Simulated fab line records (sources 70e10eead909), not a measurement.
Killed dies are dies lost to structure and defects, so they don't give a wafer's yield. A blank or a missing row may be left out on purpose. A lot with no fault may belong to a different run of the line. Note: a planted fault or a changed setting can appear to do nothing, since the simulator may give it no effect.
The tool behind it: which one?    flow nandHarc    14 lots, 42 wafers sampled, at 4 steps of a route of 1159

== WHAT THE GAUGES READ, wafer by wafer ==
NHARC_P_M0_OVL_MEAS_10: pitch 180 nm.
lot   measured      on          overlayXNm (nm)  overlayYNm (nm)
L147  day 6 06:23   overlay-02  -0.1 -0.9 -0.9   0.6 0.6 0.6
L146  day 6 07:03   overlay-02  0.6 1.1 1.1      -1.0 -1.2 -1.0
L145  day 6 07:37   overlay-02  1.4 0.8 1.4      -0.3 0.5 0.0
L148  day 6 16:49   overlay-01  -0.2 0.1 -0.4    -0.8 -0.5 -0.2
L149  day 6 17:23   overlay-02  -0.6 -1.1 0.0    -0.5 -0.8 -0.4
L150  day 7 00:35   overlay-01  -0.8 -0.5 -0.5   0.2 0.4 0.1
L155  day 8 12:08   overlay-01  0.8 1.0 1.1      -0.8 -0.5 -0.9
L158  day 9 00:30   overlay-02  0.3 0.8 0.2      -0.4 -0.5 -0.3
L156  day 9 03:03   overlay-02  0.6 0.5 0.6      0.0 0.4 0.4
L164  day 10 12:13  overlay-02  0.9 0.8 0.7      -0.3 -0.4 -0.2
L165  day 10 15:37  overlay-02  -0.7 -0.4 -0.4   -0.6 -0.7 0.0
L166  day 10 22:58  overlay-01  1.3 0.4 0.0      1.9 1.3 2.1
L167  day 11 05:28  overlay-01  0.2 0.6 -0.1     1.4 1.5 1.0
L168  day 11 07:36  overlay-02  -0.5 0.6 0.2     -0.7 -0.6 -0.5

NHARC_P_M1_CD_MEAS_09: the cd target is 130 nm.
lot   measured      on        cdNm (nm)
L147  day 6 10:21   cdSem-02  129.9 129.8 130.1
L146  day 6 11:03   cdSem-01  130.3 131.7 130.4
L145  day 6 11:35   cdSem-03  130.2 129.2 130.4
L148  day 6 20:50   cdSem-02  129.2 129.0 128.7
L149  day 6 21:13   cdSem-03  128.3 129.4 128.7
L150  day 7 04:37   cdSem-01  129.5 129.1 129.0
L155  day 8 16:50   cdSem-02  129.4 129.1 129.6
L158  day 9 04:34   cdSem-02  108.4 129.3 109.3
L156  day 9 07:16   cdSem-03  129.5 108.9 130.1
L164  day 10 16:31  cdSem-02  130.7 130.4 130.7
L165  day 10 19:35  cdSem-03  129.8 129.7 130.1
L166  day 11 02:49  cdSem-01  129.3 130.1 130.8
L167  day 11 09:29  cdSem-02  130.6 131.1 130.6
L168  day 11 11:34  cdSem-01  130.3 131.7 130.5

NHARC_P_M1_INSPECT_11.
lot   measured      on                rawDefectCount
L147  day 6 10:29   defectInspect-01  5 5 4
L146  day 6 11:10   defectInspect-01  4 4 8
L145  day 6 11:44   defectInspect-02  6 4 7
L148  day 6 20:57   defectInspect-01  4 2 2
L149  day 6 21:20   defectInspect-02  0 2 4
L150  day 7 04:44   defectInspect-01  8 7 7
L155  day 8 16:57   defectInspect-02  3 3 3
L158  day 9 04:41   defectInspect-02  4 2 2
L156  day 9 07:23   defectInspect-02  4 2 4
L164  day 10 16:39  defectInspect-02  5 2 7
L165  day 10 19:43  defectInspect-02  5 2 1
L166  day 11 02:56  defectInspect-01  4 3 5
L167  day 11 09:37  defectInspect-02  1 2 3
L168  day 11 11:41  defectInspect-02  7 7 6

== TOOL THAT RAN EACH LOT (tool first, then ch and the chambers of the sampled wafers, then the start) ==
lot   NHARC_P_M1_PEB_07
L147  lithoTrack-01 ch 0, day 6 10:16
L146  lithoTrack-04 ch 0, day 6 10:58
L145  lithoTrack-01 ch 0, day 6 11:30
L148  lithoTrack-01 ch 0, day 6 20:45
L149  lithoTrack-06 ch 0, day 6 21:08
L150  lithoTrack-06 ch 0, day 7 04:32
L155  lithoTrack-06 ch 0, day 8 16:45
L158  lithoTrack-01 ch 0, day 9 04:29
L156  lithoTrack-01 ch 0, day 9 07:11
L164  lithoTrack-04 ch 0, day 10 16:27
L165  lithoTrack-04 ch 0, day 10 19:31
L166  lithoTrack-06 ch 0, day 11 02:44
L167  lithoTrack-04 ch 0, day 11 09:25
L168  lithoTrack-04 ch 0, day 11 11:29
- NHARC_P_M1_PEB_07: peb time 65 s.

== AS READ BY THE TOOLS THEMSELVES (means over the sampled wafers that have a number; for cases with no such wafer, the mark the record gives instead) ==
NHARC_P_M1_PEB_07.
lot   tool           chillPlateTempC (C)  heaterPowerTotalW (W)
L147  lithoTrack-01  23.13                156.8
L146  lithoTrack-04  22.99                157.1
L145  lithoTrack-01  22.81                156.3
L148  lithoTrack-01  23.07                156.8
L149  lithoTrack-06  22.91                157.1
L150  lithoTrack-06  23.04                156.2
L155  lithoTrack-06  22.97                156.5
L158  lithoTrack-01  23.09                193.3
L156  lithoTrack-01  23.19                174.8
L164  lithoTrack-04  22.88                156.5
L165  lithoTrack-04  22.88                156.7
L166  lithoTrack-06  23.05                156.9
L167  lithoTrack-04  23.00                156.5
L168  lithoTrack-04  23.13                156.3

== THE ANSWER, worked out from the rows above alone ==
Rule: what is usual is taken from the lots themselves. The widest of any qualifying gaps counts: lots, ordered by their means at a reading, are off when they make up no more than a third of the lots, leave a main group of 4 or more, and stand apart from it by 3 or more times the standard deviation of that group's means. A main group whose means are all the same, to the digits that the tables above print for the reading, isn't used. A lot without any number at a reading at which 4 lots or more have one is off too. Any other lot the step has rows for is counted as sound. First the gauges in route order, then the tools' own readings, where a lot's mean is used as printed above. At the first step where some lot is off, the reading lying furthest off is the one used; lots without a number count as furthest.
Off: L158, L156 (NHARC_P_M1_CD_MEAS_09, cdNm). The main group: mean 129.9 nm, standard deviation 0.7.
A tool fits if, at a process step before that reading, it ran every lot that is off, and no sound lot after the first of them. Not tried: the gauges at NHARC_P_M1_CD_MEAS_09; whatever is off there is also off at NHARC_P_M1_PEB_07, on other tools, and gauge error can't account for it. One fits: NHARC_P_M1_PEB_07 on lithoTrack-01. Its last sound lot is L148 (day 6 20:45), its first lot that is off L158 (day 9 04:29): a fault that began between those two fits.
On the lots that are off, the tool's own readings at NHARC_P_M1_PEB_07 differ by more than 5 times the standard deviation of the sound lots' means, which bears it out; heaterPowerTotalW reads 184.1 W there versus 156.6 W on the sound lots.

== WHAT HAD BEEN PUT IN BY THE SIMULATOR ==
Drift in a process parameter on lithoTrack-01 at NHARC_P_M1_PEB_07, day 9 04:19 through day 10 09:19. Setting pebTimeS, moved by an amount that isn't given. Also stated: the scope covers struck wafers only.
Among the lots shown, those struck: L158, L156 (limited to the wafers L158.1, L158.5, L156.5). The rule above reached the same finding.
